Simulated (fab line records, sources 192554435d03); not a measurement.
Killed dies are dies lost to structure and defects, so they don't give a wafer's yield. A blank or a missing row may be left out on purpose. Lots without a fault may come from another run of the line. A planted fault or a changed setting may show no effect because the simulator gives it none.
fab line records | flow n5_finfet
record lots=5 wafers=15 last_day=18
route steps=1938 shown BEOL_M1@785 BEOL_M4@1111 PASSIVATION@1936
lots that met no fault: from a run of the same line without faults
start_h: hours from the record's first day to the start of the lot's first wafer shown | wait_h: hours since the lot's step before | " the same as in the row above | L1.1+2: a row that stands for several wafers | - no value, or no start given | * or withheld: withheld | < > ~ a bound
route shown NAME@n: a module of which the file shows steps, and the number in the route of the first | usual: mean/standard deviation of fault-free wafers | same: alike in all rows | chamber/n: place in a boat | sites: the reading at each site | _std_site: their standard deviation | _edge_site: outer sites' mean less inner sites' | radius_mm: how far each site lies from the wafer's centre | mask NAME#n: copy n | behind: the tool/chamber that last shaped the wafer | hold: why the lot was held/for how many hours/how that ended | device: the transistor (n, p or np) that didn't switch | end of line: the same wafers' tests at the end of the route | a step without rows: its recipe alone | killed: dies lost to structure and defects at the first sort, not the wafer's yield | map: a wafer's dies, x killed, . not, _ none there
set.NAME: the setting as run; set.NAME@STEP: as run at that earlier step | model.NAME: the simulator's own value behind a step, which no gauge read
lots at some steps of the route; a table a step, a row a wafer
services: from which hour (start_h, from the record's first day; less than 0 if before it) a tool's chamber was out of use, for how many hours, and why
## steps
# step N5_BEOL_M1_DEVELOP_27
# recipe develop_time_s=30 developer=TMAH resist=CAR-EUV rinse_liquid=surfactant_rinse dry=air_spin dev_temp_c=23
# step N5_BEOL_M1_DESCUM_33
# recipe chemistry=O2 time_s=7 source_power_w=50 bias_power_w=20 pressure_mtorr=20 rf_frequency_hz=2.712e+07 temp_c=40 resist=CAR-EUV o2_flow_sccm=225
# step N5_BEOL_M1_ETCH_77
# recipe chemistry=N2/H2 target=underlayer target_depth_a=65 mask_material=CAR-EUV time_s=5.2 ion_energy_ev=200 pressure_mtorr=30 source_w=840 bias_w=150 n2_flow_sccm=200 h2_flow_sccm=200 ends=cleared
# step N5_BEOL_M1_ETCH_69
# recipe chemistry=CF4 target=SiARC target_depth_a=156 mask_material=CAR-EUV time_s=26 ion_energy_ev=80 pressure_mtorr=40 source_w=545 bias_w=36 Ar_flow_sccm=100 cf4_flow_sccm=100 ends=cleared
# step N5_BEOL_M1_ALD_98
# recipe material=SiO2 target_thk_a=25 temp_c=100 ald_precursor_family=BDEAS ald_co_reactant=O2-plasma pulse_time_s=1 co_reactant_pulse_time_s=1 purge_time_s=2 co_reactant_purge_time_s=2 ald_cycles=17 pressure_torr=2
# step N5_BEOL_M1_ETCHBACK_99
# recipe chemistry=CHF3 target=SiO2 target_depth_a=50 time_s=10.4 source_w=215 bias_w=47 Ar_flow_sccm=200 CHF3_flow_sccm=12 ion_energy_ev=100 pressure_mtorr=30
# step N5_BEOL_M1_ETCH_70
# recipe chemistry=N2/H2 target=SOC target_depth_a=800 overetch_a=160 mask_material=SiARC temp_c=40 time_s=120 ion_energy_ev=200 pressure_mtorr=30 source_w=840 bias_w=150 n2_flow_sccm=200 h2_flow_sccm=200
# step N5_BEOL_M1_STRIP_71
# recipe chemistry=N2/H2 temp_c=40 n2_flow_sccm=200 h2_flow_sccm=200 rf_frequency_hz=6e+07
# step N5_BEOL_M1_STRIP_78
# recipe chemistry=N2/H2 temp_c=40 n2_flow_sccm=200 h2_flow_sccm=200 rf_frequency_hz=6e+07
# step N5_BEOL_M1_VIA_ETCH_34
# recipe chemistry=C4F6/O2 target_depth_a=678 mask_material=SOC pressure_mtorr=15 ion_energy_ev=250 taper_deg=4 time_s=64.4 source_w=350 bias_w=170 Ar_flow_sccm=300 C4F6_flow_sccm=10 O2_flow_sccm=10
# usual C4F6_flow_sccm=10.004/0.029 O2_flow_sccm=9.998/0.029 drypump_motor_current_A=5.8/0.38 oes_product_au=0.81/0.1 rf_vpp_V=666/5.1 showerhead_plenum_p_Torr=2.91/0.1 throttle_valve_pct=30.74/0.28
# columns lot.wafer tool chamber start_h wait_h C4F6_flow_sccm O2_flow_sccm drypump_motor_current_A oes_product_au rf_hours_counter_h rf_vpp_V showerhead_plenum_p_Torr throttle_valve_pct model.SOC_of_BEOL_M1_COAT_67.thk_nm model.SiARC_of_BEOL_M1_COAT_68.thk_nm
L772.2 rie_diel-01 1 157.84 0.0 10.000 10.011 5.8 0.97 7 664 3.02 30.92 52 0
L772.3 " 0 " " 10.021 9.959 6.1 0.75 164 666 2.96 30.93 52.2 0
L772.4 " 2 " " 10.014 9.985 6.0 0.68 247 658 2.68 30.46 52.2 0
L776.1 rie_diel-01 1 187.13 0.0 - - - - - - - - 60 6.4
L776.3 " 0 " " - - - - - - - - 60 6.6
L776.6 " 3 " " - - - - - - - - 60 6.4
L777.1 rie_diel-02 2 189.84 0.0 - - - - - - - - 60.2 6.2
L777.2 " 1 " " - - - - - - - - 60.2 6.4
L777.3 " 0 " " - - - - - - - - 60 6.4
L780.1 rie_diel-01 1 196.58 0.0 - - - - - - - - 60 6.4
L780.3 " 3 " " - - - - - - - - 60 6.4
L780.5 " 3 " " - - - - - - - - 60 6.4
L788.3 rie_diel-01 2 263.50 0.0 9.985 10.034 6.0 0.91 17 668 3.00 30.17 52.4 0
L788.5 " 2 " " 9.989 9.996 6.1 0.91 - 669 3.00 30.14 52.4 0
L788.6 " 1 " " 10.008 9.998 5.8 0.89 - 663 3.00 30.96 52.4 0
# step N5_BEOL_M1_STRIP_83
# recipe chemistry=C4F6/O2 resist=SiARC rf_frequency_hz=6e+07
# step N5_BEOL_M4_RC_MEAS_101
# usual DIBL_N=35.9/1.2 DIBL_P=35.9/1.4 IOFF_N=0.149/0.02 IOFF_P=0.205/0.022 ION_N=671/8.8 ION_P=461/5.9 SS_N=71.4/0.51 SS_P=73.2/0.56 VT_N=250.6/2.5 VT_P=-250.1/2.3
# columns lot.wafer tool chamber start_h wait_h DIBL_N[mV/V] DIBL_P[mV/V] IOFF_N[nA/um] IOFF_P[nA/um] ION_N[uA/um] ION_P[uA/um] SS_N[mV/dec] SS_P[mV/dec] VT_N[mV] VT_P[mV]
L772.2 prober-02 0 243.28 0.2 32.6 34.0 0.103 0.159 651 451 70.6 72.6 256.5 -254.8
L772.3 " 0 " " 34.8 36.4 0.135 0.187 664 457 71.1 73.7 253.1 -252.8
L772.4 " 0 " " 34.6 36.9 0.135 0.195 658 457 70.8 73.1 253.8 -250.5
L788.3 prober-02 0 330.95 0.3 38.5 38.4 0.196 0.252 682 464 72.2 74.3 245.5 -247.5
L788.5 " 0 " " 37.3 37.1 0.175 0.231 689 475 71.8 73.5 244.6 -248.9
L788.6 " 0 " " 36.9 36.3 0.155 0.206 675 459 71.9 73.7 251.0 -249.2
# step N5_PASSIVATION_PROBE_49
# usual defect_limited_yield=91.1/1.4 killed_at_M0_to_M3=34/10 killed_at_M4_up=14/5.5 killed_at_contacts=12/5.1 killed_at_front_end=41/12 killed_at_other=4/3.1 killed_dies=105/17 killed_on_rim=13/3.7 killed_open=70/13 killed_short=33/7.6 sort_bin_5_function=5.3/0.98 sort_bin_6_memory=3.3/0.67 sort_n_pass=1075/17 sort_yield_pct=91.1/1.4
# same gross_dies=1180 killed_at_back_side=0 sort_bin_4_leakage[%]=0 sort_bin_8_speed[%]=0
# columns lot.wafer tool chamber start_h wait_h defect_limited_yield[%] killed_at_M0_to_M3 killed_at_M4_up killed_at_contacts killed_at_front_end killed_at_other killed_dies killed_on_rim killed_open killed_short sort_bin_5_function[%] sort_bin_6_memory[%] sort_n_pass sort_yield_pct[%]
L772.2 prober-01 - 345.27 0.1 90.9 29 5 10 55 8 107 15 71 36 6.2 2.5 1073 90.9
L772.3 prober-01 - 345.32 0.1 93.2 19 7 2 44 8 80 11 48 27 4.3 2.2 1100 93.2
L772.4 prober-01 - 345.37 0.2 90.3 28 13 16 51 7 115 13 80 32 6.0 3.5 1065 90.3
L777.1 prober-01 - 363.15 0.0 0 1102 8 5 64 1 1180 152 76 31 95.9 3.6 0 0
L777.2 prober-01 - 363.20 0.1 0 1113 13 10 42 2 1180 152 54 33 97.4 2.3 0 0
L777.3 prober-01 - 363.25 0.1 0 1100 6 18 55 1 1180 152 73 34 95.9 3.6 0 0
L776.1 prober-02 - 373.05 0.0 0 1119 13 7 41 0 1180 152 51 38 97.0 2.5 0 0
L776.3 prober-02 - 373.15 0.1 0 1113 16 21 29 1 1180 152 65 31 96.7 2.8 0 0
L776.6 prober-02 - 373.30 0.3 0 1127 6 12 33 2 1180 152 44 26 97.3 2.6 0 0
L780.1 prober-01 - 382.76 0.0 0 1140 5 14 15 6 1180 152 59 27 96.8 2.9 0 0
L780.3 prober-01 - 382.86 0.1 0 1145 8 6 14 7 1180 152 43 28 97.9 1.9 0 0
L780.5 prober-01 - 382.96 0.2 0 1142 10 8 20 0 1180 152 46 22 96.6 3.1 0 0
# killed by level:class
L772.2 STI_FIN_REVEAL:geometric_particle:open=16 FIN_SAQP:geometric_particle:open=8 MOL_CONTACT_COAG:geometric_particle:open=8 BEOL_M0_SAQP:geometric_particle:short=8 FIN_SAQP:geometric_particle:short=7 BEOL_M1:geometric_particle:open=7 BEOL_M0_SAQP:geometric_particle:open=7 GATE_CUT:geometric_particle:short=6
L772.3 FIN_SAQP:geometric_particle:open=7 FIN_SAQP:geometric_particle:short=6 PASS1_CAP:geometric_particle:open=5 STI_FIN_REVEAL:geometric_particle:open=5 BEOL_M1:geometric_particle:open=5 DUMMY_GATE:geometric_particle:open=4 ILD0:geometric_particle:open=4 BEOL_M0_SAQP:geometric_particle:short=4
L772.4 FIN_SAQP:geometric_particle:open=19 MOL_CONTACT_COAG:geometric_particle:open=14 STI_FIN_REVEAL:geometric_particle:open=8 BEOL_M3:geometric_particle:open=7 BEOL_M0_SAQP:geometric_particle:short=6 FIN_SAQP:geometric_particle:short=5 BEOL_M2:geometric_particle:open=4 BEOL_M1:geometric_particle:short=4
L777.1 BEOL_M1:area_etch=1072 STI_FIN_REVEAL:geometric_particle:open=19 FIN_SAQP:geometric_particle:open=15 BEOL_M0_SAQP:geometric_particle:open=11 FIN_SAQP:geometric_particle:short=6 GATE_CUT:geometric_particle:short=6 BEOL_M0_SAQP:geometric_particle:short=6 ILD0:geometric_particle:short=5
L777.2 BEOL_M1:area_etch=1092 FIN_SAQP:geometric_particle:short=8 MOL_CONTACT_COAG:geometric_particle:open=8 BEOL_M0:geometric_particle:open=8 BEOL_M4:geometric_particle:open=7 BEOL_M1:geometric_particle:open=6 FIN_SAQP:geometric_particle:open=5 ILD0:geometric_particle:short=5
L777.3 BEOL_M1:area_etch=1072 FIN_SAQP:geometric_particle:open=16 MOL_CONTACT_COAG:geometric_particle:open=14 BEOL_M3:geometric_particle:open=9 FIN_SAQP:geometric_particle:short=6 BEOL_M1:geometric_particle:open=6 GATE_CUT:geometric_particle:short=5 ILD0:geometric_particle:short=4
L776.1 BEOL_M1:area_etch=1090 FIN_SAQP:geometric_particle:open=13 BEOL_M0_SAQP:geometric_particle:short=8 DUMMY_GATE:geometric_particle:open=7 BEOL_M0_SAQP:geometric_particle:open=7 FIN_SAQP:geometric_particle:short=6 GATE_CUT:geometric_particle:short=4 MOL_CONTACT_COAG:geometric_particle:open=4
L776.3 BEOL_M1:area_etch=1082 MOL_CONTACT_COAG:geometric_particle:open=17 STI_FIN_REVEAL:geometric_particle:open=8 BEOL_M0_SAQP:geometric_particle:short=7 BEOL_M0_SAQP:geometric_particle:open=6 BEOL_M1:geometric_particle:open=6 GATE_CUT:geometric_particle:short=5 BEOL_M2:geometric_particle:open=5
L776.6 BEOL_M1:area_etch=1109 MOL_CONTACT_COAG:geometric_particle:open=10 BEOL_M0_SAQP:geometric_particle:open=9 STI_FIN_REVEAL:geometric_particle:open=6 FIN_SAQP:geometric_particle:short=5 BEOL_M0_SAQP:geometric_particle:short=5 FIN_SAQP:geometric_particle:open=4 STARTING-WAFER:geometric_particle:short=4
L780.1 BEOL_M1:area_etch=1093 BEOL_M3:geometric_particle:open=14 MOL_CONTACT_COAG:geometric_particle:open=12 BEOL_M0_SAQP:geometric_particle:short=10 BEOL_M2:geometric_particle:open=9 BEOL_M0_SAQP:geometric_particle:open=6 BEOL_M1:geometric_particle:open=5 GATE_CUT:geometric_particle:open=3
L780.3 BEOL_M1:area_etch=1107 BEOL_M2:geometric_particle:open=12 BEOL_M3:geometric_particle:open=10 BEOL_M1:geometric_particle:short=8 FIN_SAQP:geometric_particle:short=5 MOL_CONTACT_COAG:geometric_particle:open=5 MIM_TOP_ETCH:geometric_particle:short=5 BEOL_M1:geometric_particle:open=4
L780.5 BEOL_M1:area_etch=1108 MOL_CONTACT_COAG:geometric_particle:open=7 BEOL_M2:geometric_particle:open=7 BEOL_M0_SAQP:geometric_particle:open=6 BEOL_M3:geometric_particle:open=6 GATE_CUT:geometric_particle:short=5 BEOL_M0_SAQP:geometric_particle:short=5 BEOL_M2:geometric_particle:short=4
# map L776.1 (x killed, . not)
_________________xxxxxxxxxxxx________________
______________xxxxxxxxxxxxxxxxxx_____________
___________xxxxxxxxxxxxxxxxxxxxxxxx__________
__________xxxxxxxxxxxxxxxxxxxxxxxxxx_________
________xxxxxxxxxxxxxxxxxxxxxxxxxxxxxx_______
_______xxxxxxxxxxxxxxxxxxxxxxxxxxxxxxxx______
______xxxxxxxxxxxxxxxxxxxxxxxxxxxxxxxxxx_____
_____xxxxxxxxxxxxxxxxxxxxxxxxxxxxxxxxxxxx____
____xxxxxxxxxxxxxxxxxxxxxxxxxxxxxxxxxxxxxx___
___xxxxxxxxxxxxxxxxxxxxxxxxxxxxxxxxxxxxxxxx__
___xxxxxxxxxxxxxxxxxxxxxxxxxxxxxxxxxxxxxxxx__
__xxxxxxxxxxxxxxxxxxxxxxxxxxxxxxxxxxxxxxxxxx_
__xxxxxxxxxxxxxxxxxxxxxxxxxxxxxxxxxxxxxxxxxx_
_xxxxxxxxxxxxxxxxxxxxxxxxxxxxxxxxxxxxxxxxxxxx
_xxxxxxxxxxxxxxxxxxxxxxxxxxxxxxxxxxxxxxxxxxxx
_xxxxxxxxxxxxxxxxxxxxxxxxxxxxxxxxxxxxxxxxxxxx
_xxxxxxxxxxxxxxxxxxxxxxxxxxxxxxxxxxxxxxxxxxxx
_xxxxxxxxxxxxxxxxxxxxxxxxxxxxxxxxxxxxxxxxxxxx
_xxxxxxxxxxxxxxxxxxxxxxxxxxxxxxxxxxxxxxxxxxxx
_xxxxxxxxxxxxxxxxxxxxxxxxxxxxxxxxxxxxxxxxxxxx
_xxxxxxxxxxxxxxxxxxxxxxxxxxxxxxxxxxxxxxxxxxxx
__xxxxxxxxxxxxxxxxxxxxxxxxxxxxxxxxxxxxxxxxxx_
__xxxxxxxxxxxxxxxxxxxxxxxxxxxxxxxxxxxxxxxxxx_
___xxxxxxxxxxxxxxxxxxxxxxxxxxxxxxxxxxxxxxxx__
___xxxxxxxxxxxxxxxxxxxxxxxxxxxxxxxxxxxxxxxx__
____xxxxxxxxxxxxxxxxxxxxxxxxxxxxxxxxxxxxxx___
_____xxxxxxxxxxxxxxxxxxxxxxxxxxxxxxxxxxxx____
______xxxxxxxxxxxxxxxxxxxxxxxxxxxxxxxxxx_____
_______xxxxxxxxxxxxxxxxxxxxxxxxxxxxxxxx______
________xxxxxxxxxxxxxxxxxxxxxxxxxxxxxx_______
__________xxxxxxxxxxxxxxxxxxxxxxxxxx_________
___________xxxxxxxxxxxxxxxxxxxxxxxx__________
______________xxxxxxxxxxxxxxxxxx_____________
_________________xxxxxxxxxxxx________________
# map L777.1 (x killed, . not)
_________________xxxxxxxxxxxx________________
______________xxxxxxxxxxxxxxxxxx_____________
___________xxxxxxxxxxxxxxxxxxxxxxxx__________
__________xxxxxxxxxxxxxxxxxxxxxxxxxx_________
________xxxxxxxxxxxxxxxxxxxxxxxxxxxxxx_______
_______xxxxxxxxxxxxxxxxxxxxxxxxxxxxxxxx______
______xxxxxxxxxxxxxxxxxxxxxxxxxxxxxxxxxx_____
_____xxxxxxxxxxxxxxxxxxxxxxxxxxxxxxxxxxxx____
____xxxxxxxxxxxxxxxxxxxxxxxxxxxxxxxxxxxxxx___
___xxxxxxxxxxxxxxxxxxxxxxxxxxxxxxxxxxxxxxxx__
___xxxxxxxxxxxxxxxxxxxxxxxxxxxxxxxxxxxxxxxx__
__xxxxxxxxxxxxxxxxxxxxxxxxxxxxxxxxxxxxxxxxxx_
__xxxxxxxxxxxxxxxxxxxxxxxxxxxxxxxxxxxxxxxxxx_
_xxxxxxxxxxxxxxxxxxxxxxxxxxxxxxxxxxxxxxxxxxxx
_xxxxxxxxxxxxxxxxxxxxxxxxxxxxxxxxxxxxxxxxxxxx
_xxxxxxxxxxxxxxxxxxxxxxxxxxxxxxxxxxxxxxxxxxxx
_xxxxxxxxxxxxxxxxxxxxxxxxxxxxxxxxxxxxxxxxxxxx
_xxxxxxxxxxxxxxxxxxxxxxxxxxxxxxxxxxxxxxxxxxxx
_xxxxxxxxxxxxxxxxxxxxxxxxxxxxxxxxxxxxxxxxxxxx
_xxxxxxxxxxxxxxxxxxxxxxxxxxxxxxxxxxxxxxxxxxxx
_xxxxxxxxxxxxxxxxxxxxxxxxxxxxxxxxxxxxxxxxxxxx
__xxxxxxxxxxxxxxxxxxxxxxxxxxxxxxxxxxxxxxxxxx_
__xxxxxxxxxxxxxxxxxxxxxxxxxxxxxxxxxxxxxxxxxx_
___xxxxxxxxxxxxxxxxxxxxxxxxxxxxxxxxxxxxxxxx__
___xxxxxxxxxxxxxxxxxxxxxxxxxxxxxxxxxxxxxxxx__
____xxxxxxxxxxxxxxxxxxxxxxxxxxxxxxxxxxxxxx___
_____xxxxxxxxxxxxxxxxxxxxxxxxxxxxxxxxxxxx____
______xxxxxxxxxxxxxxxxxxxxxxxxxxxxxxxxxx_____
_______xxxxxxxxxxxxxxxxxxxxxxxxxxxxxxxx______
________xxxxxxxxxxxxxxxxxxxxxxxxxxxxxx_______
__________xxxxxxxxxxxxxxxxxxxxxxxxxx_________
___________xxxxxxxxxxxxxxxxxxxxxxxx__________
______________xxxxxxxxxxxxxxxxxx_____________
_________________xxxxxxxxxxxx________________
## services
# columns tool chamber start_h hours kind
rie_diel-02 2 145.12 - clean
rie_diel-02 2 145.12 - consumable_replace:focus_ring
rie_diel-02 2 145.12 17.3 scheduled_down
rie_diel-02 2 145.12 17.3 vent_cycle
rie_diel-02 - 153.92 15.6 pm
rie_diel-01 2 178.02 2.6 repair
rie_diel-01 2 195.10 8.9 repair
rie_diel-02 3 218.90 6.0 repair
rie_diel-02 3 241.30 2.1 repair
## key
first_sign step=N5_BEOL_M1_VIA_ETCH_34 reading=tool_record direction=missing
effect step=N5_PASSIVATION_PROBE_49 reading=killed_at_M0_to_M3 direction=up sigmas=99+ usual=34 struck=1122
model_effect step=N5_BEOL_M1_VIA_ETCH_34 value=SOC_of_BEOL_M1_COAT_67.thk_nm without=52.13 struck=60.04
more_kills_born_at N5_BEOL_M1_VIA_ETCH_34@rie_diel-01=6589 N5_BEOL_M1_VIA_ETCH_34@rie_diel-02=3236
met_at N5_BEOL_M1_VIA_ETCH_34
struck_wafers L776.1,L776.3,L776.6,L777.1,L777.2,L777.3,L780.1,L780.3,L780.5
later_rows_left_out L776.1,L776.3,L776.6,L777.1,L777.2,L777.3,L780.1,L780.3,L780.5
onset_between 157.84 187.13
fault kind=skipped_step_whole tool=rie_diel-01,rie_diel-02 chamber=- onset_h=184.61 steps=N5_BEOL_M1_VIA_ETCH_34 scope=struck_lots_only
# later_rows_left_out: the simulator's readings of these wafers behind a module that went badly wrong aren't trusted and aren't shown, but for the sort
